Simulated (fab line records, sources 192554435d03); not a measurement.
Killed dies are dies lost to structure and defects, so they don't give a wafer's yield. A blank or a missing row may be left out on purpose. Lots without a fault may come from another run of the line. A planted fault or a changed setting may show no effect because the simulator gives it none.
Which tool did it? | flow n5_finfet | 9 lots, 27 wafers sampled, at 5 steps of a route of 1938

WHAT THE GAUGES READ, wafer by wafer
N5_BEOL_M4_RC_MEAS_101. Usual: DIBL_N 36.3 mV/V, standard deviation 1.4; DIBL_P 35.7 mV/V, standard deviation 1.5; IOFF_N 0.155 nA/um, standard deviation 0.022; IOFF_P 0.204 nA/um, standard deviation 0.027; ION_N 671 uA/um, standard deviation 9; ION_P 459 uA/um, standard deviation 6.2; SS_N 71.5 mV/dec, standard deviation 0.54; SS_P 73.1 mV/dec, standard deviation 0.56; VT_N 250.2 mV, standard deviation 2.6; VT_P -251 mV, standard deviation 3.3.
lot  | measured     | on        | DIBL_N (mV/V)  | DIBL_P (mV/V)  | IOFF_N (nA/um)    | IOFF_P (nA/um)    | ION_N (uA/um) | ION_P (uA/um) | SS_N (mV/dec)  | SS_P (mV/dec)  | VT_N (mV)         | VT_P (mV)      | flag
L889 | day 8 15:50  | prober-02 | 37.2 35.4 34.5 | 36.6 34.2 32.8 | 0.163 0.129 0.117 | 0.231 0.187 0.180 | 675 664 659   | 466 461 458   | 71.6 70.4 70.5 | 73.9 73.0 72.1 | 247.0 253.1 252.6 | -247 -248 -250 |
L890 | day 8 18:48  | prober-01 | 35.3 35.4 34.2 | 35.6 35.4 33.7 | 0.162 0.156 0.144 | 0.216 0.221 0.187 | 677 663 671   | 466 462 457   | 71.7 71.7 70.8 | 73.3 73.4 72.3 | 247.9 249.2 250.9 | -248 -249 -251 |
L893 | day 9 00:10  | prober-01 | 37.8 35.7 36.8 | 37.2 35.6 37.0 | 0.193 0.148 0.185 | 0.243 0.210 0.239 | 674 670 691   | 465 464 470   | 71.1 70.6 71.4 | 74.0 73.3 73.5 | 246.9 250.1 247.2 | -246 -248 -246 |
L898 | day 10 22:15 | prober-01 | 37.1 36.2 36.8 | 37.5 36.3 37.2 | 0.163 0.154 0.159 | 0.199 0.191 0.209 | 676 679 664   | 461 459 455   | 72.0 71.6 71.5 | 73.3 73.1 73.6 | 248.6 250.6 250.3 | -251 -253 -253 |
L899 | day 11 00:20 | prober-01 | 38.0 35.7 35.8 | 37.9 35.1 35.1 | 0.180 0.140 0.141 | 0.227 0.175 0.172 | 677 677 655   | 463 456 449   | 71.9 71.7 71.4 | 73.6 73.2 72.9 | 247.7 252.3 253.1 | -250 -255 -254 |
L901 | day 11 07:46 | prober-01 | 35.8 36.0 36.3 | 33.7 34.3 33.9 | 0.151 0.158 0.159 | 0.171 0.180 0.179 | 668 682 673   | 451 462 457   | 72.0 70.8 71.1 | 73.8 73.5 74.0 | 252.2 250.4 250.6 | -260 -255 -255 |
L902 | day 11 13:34 | prober-01 | 36.8 36.0 35.6 | 34.0 33.6 33.8 | 0.151 0.138 0.136 | 0.169 0.161 0.166 | 666 667 671   | 454 451 457   | 71.4 71.5 71.4 | 72.9 72.5 73.1 | 248.8 253.7 252.2 | -257 -254 -256 |
L909 | day 13 06:14 | prober-02 | 37.1 36.2 37.1 | 36.6 35.7 37.5 | 0.183 0.157 0.176 | 0.232 0.210 0.248 | 679 667 677   | 465 458 468   | 71.5 71.2 71.0 | 72.9 72.2 73.3 | 246.5 250.3 246.7 | -248 -249 -245 |
L910 | day 13 14:47 | prober-01 | 33.6 36.1 33.8 | 33.7 36.6 33.5 | 0.105 0.139 0.106 | 0.161 0.207 0.159 | 653 663 644   | 456 461 452   | 71.3 71.6 70.9 | 72.2 73.2 72.9 | 254.8 251.6 255.0 | -251 -251 -254 |

WHICH TOOL RAN EACH LOT (tool, then ch and the chambers of the sampled wafers, then the start)
lot  | N5_BEOL_M0_SAQP_ETCH_84            | N5_BEOL_M0_SAQP_ETCH_107           | N5_BEOL_M0_SAQP_COAT_87           | N5_BEOL_M0_SAQP_DESCUM_45
L889 | rie_diel-02 ch 1,2,3, day 5 19:47  | rie_diel-04 ch 2,3, day 5 22:10    | litho_track-01 ch 0, day 5 23:13  | rie_diel-04 ch 0,3, day 5 23:43
L890 | rie_diel-04 ch 1,2, day 6 04:19    | rie_diel-04 ch 0,3, day 6 06:37    | litho_track-03 ch 0, day 6 07:46  | rie_diel-06 ch 0,3, day 6 08:17
L893 | rie_diel-06 ch 0,2,3, day 6 19:38  | rie_diel-02 ch 0,2,3, day 6 22:05  | litho_track-03 ch 0, day 7 00:06  | rie_diel-02 ch 1,2,3, day 7 00:37
L898 | rie_diel-06 ch 0,2,3, day 8 07:24  | rie_diel-06 ch 1,2, day 8 09:38    | litho_track-03 ch 0, day 8 11:05  | rie_diel-06 ch 1,2,3, day 8 11:28
L899 | rie_diel-04 ch 0,2,3, day 8 16:02  | rie_diel-06 ch 1,2,3, day 8 18:23  | litho_track-03 ch 0, day 8 20:39  | rie_diel-04 ch 1,3, day 8 21:20
L901 | rie_diel-02 ch 0,2, day 9 03:46    | rie_diel-06 ch 1,2,3, day 9 06:01  | litho_track-03 ch 0, day 9 07:11  | rie_diel-02 ch 1,2,3, day 9 07:46
L902 | rie_diel-04 ch 1,2, day 9 05:41    | rie_diel-02 ch 1,2,3, day 9 08:26  | litho_track-03 ch 0, day 9 09:29  | rie_diel-04 ch 0,1,3, day 9 09:59
L909 | rie_diel-04 ch 0,1,3, day 10 19:14 | rie_diel-06 ch 2,3, day 10 21:29   | litho_track-01 ch 0, day 10 22:37 | rie_diel-04 ch 0,2,3, day 10 23:07
L910 | rie_diel-04 ch 0,1,3, day 11 04:22 | rie_diel-04 ch 0,1,3, day 11 06:58 | litho_track-05 ch 0, day 11 08:02 | rie_diel-02 ch 0,3, day 11 08:26
- N5_BEOL_M0_SAQP_ETCH_84: etches SOC in N2/H2, target depth 100 nm, overetch 20 nm, time 150 s.
- N5_BEOL_M0_SAQP_ETCH_107: etches SiNx in CH3F/O2, target depth 30 nm.
- N5_BEOL_M0_SAQP_COAT_87: time 60 s, resist thk 5 nm.
- N5_BEOL_M0_SAQP_DESCUM_45: chemistry O2, time 7 s.

WHAT THE TOOLS THEMSELVES READ (means of the sampled wafers that have a number; where no wafer has one, the mark that the record gives instead)
N5_BEOL_M0_SAQP_ETCH_84. Usual: drypump_motor_current_A 5.82 A, standard deviation 0.27; n2_flow_sccm 199.9 sccm, standard deviation 0.61; oes_product_au 0.70 a.u., standard deviation 0.071; rf_vpp_V 524.3 V, standard deviation 2.4; showerhead_plenum_p_Torr 2.56 Torr, standard deviation 0.081; throttle_valve_pct 17.9 %, standard deviation 0.3.
lot  | tool        | drypump_motor_current_A (A) | n2_flow_sccm (sccm) | oes_product_au (a.u.) | rf_vpp_V (V) | showerhead_plenum_p_Torr (Torr) | throttle_valve_pct (%) | flag
L889 | rie_diel-02 | 5.61                        | 199.9               | 0.66                  | 523.6        | 2.53                            | 17.9                   |
L890 | rie_diel-04 | 6.10                        | 200.6               | 0.86                  | 526.7        | 2.64                            | 17.6                   |
L893 | rie_diel-06 | 5.91                        | 199.5               | 0.68                  | 524.5        | 2.57                            | 18.0                   |
L898 | rie_diel-06 | 5.92                        | 200.0               | 0.67                  | 524.3        | 2.57                            | 18.0                   |
L899 | rie_diel-04 | 5.70                        | 199.7               | 0.71                  | 523.7        | 2.55                            | 17.9                   |
L901 | rie_diel-02 | 5.58                        | 200.5               | 0.68                  | 522.5        | 2.48                            | 17.8                   |
L902 | rie_diel-04 | 5.95                        | 200.3               | 0.80                  | 524.4        | 2.56                            | 17.4                   |
L909 | rie_diel-04 | 5.85                        | 199.4               | 0.70                  | 525.6        | 2.62                            | 18.1                   |
L910 | rie_diel-04 | 5.88                        | 199.8               | 0.71                  | 525.8        | 2.62                            | 18.1                   |

N5_BEOL_M0_SAQP_ETCH_107. Usual: O2_flow_sccm 20.00 sccm, standard deviation 0.056; drypump_motor_current_A 5.83 A, standard deviation 0.26; oes_product_au 0.76 a.u., standard deviation 0.076; rf_vpp_V 298.8 V, standard deviation 2.5; showerhead_plenum_p_Torr 2.02 Torr, standard deviation 0.059; throttle_valve_pct 16.49 %, standard deviation 0.26.
lot  | tool        | O2_flow_sccm (sccm) | drypump_motor_current_A (A) | oes_product_au (a.u.) | rf_vpp_V (V) | showerhead_plenum_p_Torr (Torr) | throttle_valve_pct (%) | flag
L889 | rie_diel-04 | 19.96               | 5.69                        | 0.87                  | 298.2        | 1.97                            | 15.98                  |
L890 | rie_diel-04 | 19.98               | 5.58                        | 0.75                  | 296.0        | 2.02                            | 16.60                  |
L893 | rie_diel-02 | 19.97               | 5.65                        | 0.74                  | 296.1        | 2.00                            | 16.44                  |
L898 | rie_diel-06 | 20.04               | 5.83                        | 0.73                  | 302.0        | 2.07                            | 16.51                  |
L899 | rie_diel-06 | 20.02               | 5.95                        | 0.74                  | 301.1        | 2.02                            | 16.48                  |
L901 | rie_diel-06 | 19.99               | 5.97                        | 0.74                  | 301.8        | 2.02                            | 16.47                  |
L902 | rie_diel-02 | 19.92               | 5.59                        | 0.72                  | 296.4        | 1.98                            | 16.51                  |
L909 | rie_diel-06 | 20.00               | 5.88                        | 0.75                  | 300.3        | 2.02                            | 16.53                  |
L910 | rie_diel-04 | 20.06               | 5.84                        | 0.79                  | 297.0        | 2.06                            | 16.59                  |

N5_BEOL_M0_SAQP_COAT_87. Usual: heater_power_total_W 391.8 W, standard deviation 1.3; plate_temp_C 205.01 C, standard deviation 0.16.
lot  | tool           | heater_power_total_W (W) | plate_temp_C (C) | flag
L889 | litho_track-01 | 391.4                    | 204.80           |
L890 | litho_track-03 | 393.2                    | 205.25           |
L893 | litho_track-03 | 391.9                    | 204.89           |
L898 | litho_track-03 | 392.8                    | 205.02           |
L899 | litho_track-03 | 391.3                    | 205.00           |
L901 | litho_track-03 | 408.3                    | 212.01           | OFF
L902 | litho_track-03 | 409.5                    | 212.04           | OFF
L909 | litho_track-01 | 393.4                    | 204.95           |
L910 | litho_track-05 | 392.9                    | 204.75           |

N5_BEOL_M0_SAQP_DESCUM_45. Usual: drypump_motor_current_A 5.82 A, standard deviation 0.26; oes_product_au 0.77 a.u., standard deviation 0.086; rf_vpp_V 243.5 V, standard deviation 1.3; showerhead_plenum_p_Torr 2.11 Torr, standard deviation 0.064; throttle_valve_pct 20.56 %, standard deviation 0.25.
lot  | tool        | drypump_motor_current_A (A) | oes_product_au (a.u.) | rf_vpp_V (V) | showerhead_plenum_p_Torr (Torr) | throttle_valve_pct (%) | flag
L889 | rie_diel-04 | 5.72                        | 0.77                  | 243.6        | 2.15                            | 20.73                  |
L890 | rie_diel-06 | 6.04                        | 0.79                  | 242.4        | 2.08                            | 20.62                  |
L893 | rie_diel-02 | 5.61                        | 0.73                  | 242.9        | 2.08                            | 20.54                  |
L898 | rie_diel-06 | 5.96                        | 0.74                  | 244.2        | 2.12                            | 20.55                  |
L899 | rie_diel-04 | 5.72                        | 0.80                  | 243.4        | 2.13                            | 20.65                  |
L901 | rie_diel-02 | 5.61                        | 0.71                  | 243.2        | 2.08                            | 20.58                  |
L902 | rie_diel-04 | 5.85                        | 0.80                  | 243.9        | 2.16                            | 20.67                  |
L909 | rie_diel-04 | 5.71                        | 0.77                  | 242.3        | 2.09                            | 20.44                  |
L910 | rie_diel-02 | 5.75                        | 0.91                  | 244.3        | 2.12                            | 20.40                  |

THE ANSWER, worked out from the rows above alone
Rule: a lot is off if the mean of its wafers that have a number lies more than 3 standard deviations from the usual mean. A lot without any number at a reading at which 4 lots or more have one is off too. The other lots that the step has rows for count as sound. The gauges are gone through in route order, then the tools' own readings, and for those a lot's mean is taken as printed above. The first step at which some lot is off is used, and at that step the reading that is off furthest; a lot without a number counts as furthest.
Off: L901, L902, at N5_BEOL_M0_SAQP_COAT_87 (plate_temp_C).
A tool fits if, at that step or a process step before it, it ran every lot that is off, and no sound lot after the first of them. One fits: litho_track-03 at N5_BEOL_M0_SAQP_COAT_87. Its last sound lot is L899 (day 8 20:39), its first lot that is off L901 (day 9 07:11): a fault that began between those two fits.
The tool's own readings at N5_BEOL_M0_SAQP_COAT_87 bear it out: on the lots that are off they differ by more than 5 times the standard deviation of the sound lots' means. heater_power_total_W reads 408.9 W there against 392.4 W on the sound lots; plate_temp_C reads 212.02 C there against 204.95 C on the sound lots.

WHAT THE SIMULATOR HAD PUT IN
Process parameter drift: litho_track-03, from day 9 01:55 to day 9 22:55, at N5_BEOL_M0_SAQP_COAT_87. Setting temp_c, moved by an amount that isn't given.
Lots struck among those shown: L901, L902. The rule above found the same.
